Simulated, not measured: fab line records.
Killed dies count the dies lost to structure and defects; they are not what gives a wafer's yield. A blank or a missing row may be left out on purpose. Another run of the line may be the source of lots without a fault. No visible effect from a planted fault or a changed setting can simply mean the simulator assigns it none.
Comparing a struck lot with a sound one -- flow nandHarc -- 25 steps out of a route of 1302
Sound: the wafers L568.3, L568.5, L568.6. The struck wafers were L579.3, L579.5, L579.6. At the end, the cause is stated.
Per side, at each step with rows, come the tool, then ch with its chambers, and then its first start. Under that, the readings that differ: sound wafers -- struck wafers -- difference of the means -- sigmas: that difference in standard deviations of wafers without a fault.
alike: a reading whose means differ by less than 2 such deviations, as well as words and numbers matching on both sides. not compared: withheld readings; readings where some wafer has no value; bounds like >300 that might hide an equal value; numbers whose values overlap and for which the record gives no deviation.
A row with sigmas, a row that says differs or no value, or rows on one side alone: a step with any of these is where the two part. Non-overlapping numbers with no deviation appear without sigmas and do not part them. A reading missing from all wafers of one side parts the sides only when that side holds two or more wafers.

NHARC_P_ZERO_WELL_CD_MEAS_37: the cd target is 720 nm.
  sound on cdSem-02 ch 0, day 2 00:13; struck on cdSem-01 ch 0, day 6 14:14
  alike: cdNm
then, 1 step without rows for these wafers: NHARC_P_ZERO_WELL_HARDBAKE_38 (time 80 s).
NHARC_P_ZERO_WELL_DESCUM_39: chemistry O2, time 3 s.
  sound on rieDiel-02 ch 0,1,3, day 2 00:57; struck on rieDiel-03 ch 0,1, day 6 14:26
  alike: drypumpMotorCurrentA, oesProductAu, rfVppV, showerheadPlenumPTorr, throttleValvePct
  not compared: rfHoursCounterH
then, 9 steps without rows for these wafers: NHARC_P_ZERO_WELL_IMPLANT_40; NHARC_P_ZERO_WELL_IMPLANT_59; NHARC_P_ZERO_WELL_IMPLANT_60; NHARC_P_ZERO_WELL_STRIP_41 (strips in SPM, time 840 s); NHARC_P_ZERO_WELL_DEHYDRATE_44 (time 120 s); NHARC_P_ZERO_WELL_HMDS_45 (time 30 s); NHARC_P_ZERO_WELL_COAT_46; NHARC_P_ZERO_WELL_SOFTBAKE_47 (time 95 s); NHARC_P_ZERO_WELL_EBR_48.
NHARC_P_ZERO_WELL_EXPOSE_49: exposes mask P HVPW, target cd 2000 nm.
  sound on krfScanner-04 ch 0, day 2 02:08; struck on krfScanner-04, day 6 15:37
  no value came back on the struck wafers for exposureDoseMJCm2, focusOffsetNm (nm); on the sound wafers exposureDoseMJCm2 reads 22.635 22.618 22.621
  alike: mask
then, 2 steps without rows for these wafers: NHARC_P_ZERO_WELL_PEB_50 (peb time 85 s); NHARC_P_ZERO_WELL_DEVELOP_51 (time 70 s).
NHARC_P_ZERO_WELL_CD_MEAS_52: the cd target is 2000 nm.
  sound on cdSem-01 ch 0, day 2 02:17; struck on cdSem-01 ch 0, day 6 15:46
reading,sound,struck,difference,sigmas
cdNm (nm),1999.8 1998.0 1999.5,- - -,no value on the struck wafers,
then, 1 step without rows for these wafers: NHARC_P_ZERO_WELL_HARDBAKE_53 (time 80 s).
NHARC_P_ZERO_WELL_DESCUM_54: chemistry O2, time 3 s.
  sound on rieDiel-11 ch 2,3, day 2 02:27; struck on rieDiel-03 ch 0,1,3, day 6 15:58
reading,sound,struck,difference,sigmas
model.P_ZERO_WELL.cdNm (nm),2000 1998 2000,719.9 723.3 718.8,-1278.7,
  alike: drypumpMotorCurrentA, oesProductAu, rfVppV, showerheadPlenumPTorr, throttleValvePct
  not compared: rfHoursCounterH
then, 5 steps without rows for these wafers: NHARC_P_ZERO_WELL_IMPLANT_55; NHARC_P_ZERO_WELL_IMPLANT_61; NHARC_P_ZERO_WELL_STRIP_56 (strips in SPM, time 840 s); NHARC_P_ZERO_WELL_PRECLEAN_68 (cleans in SC1, time 60 s); NHARC_P_ZERO_WELL_SRD_69.
NHARC_P_ZERO_WELL_RTA_42: time 300 s.
  sound on rtpAnneal-01 ch 0, day 2 03:38; struck on rtpAnneal-02 ch 0, day 6 17:06
reading,sound,struck,difference,sigmas
lampPowerPct (%),42 42 42,30 30 30,-12,-2
lamp_zone_2_pct (%),42 42 42,30 30 30,-12,-2
  alike: wafer_temp_C_max
NHARC_P_ZERO_WELL_INSPECT_43:
  struck on defectInspect-02, day 6 17:34; sound on defectInspect-02, day 2 04:05
reading,sound,struck,difference,sigmas
rawDefectCount,13 19 21,1078 1112 1106,+1081,+99 or more

WHERE THEY PART
Last at NHARC_P_ZERO_WELL_INSPECT_43 as far as this record goes, first at NHARC_P_ZERO_WELL_EXPOSE_49.

WHY: the cause the simulator had injected
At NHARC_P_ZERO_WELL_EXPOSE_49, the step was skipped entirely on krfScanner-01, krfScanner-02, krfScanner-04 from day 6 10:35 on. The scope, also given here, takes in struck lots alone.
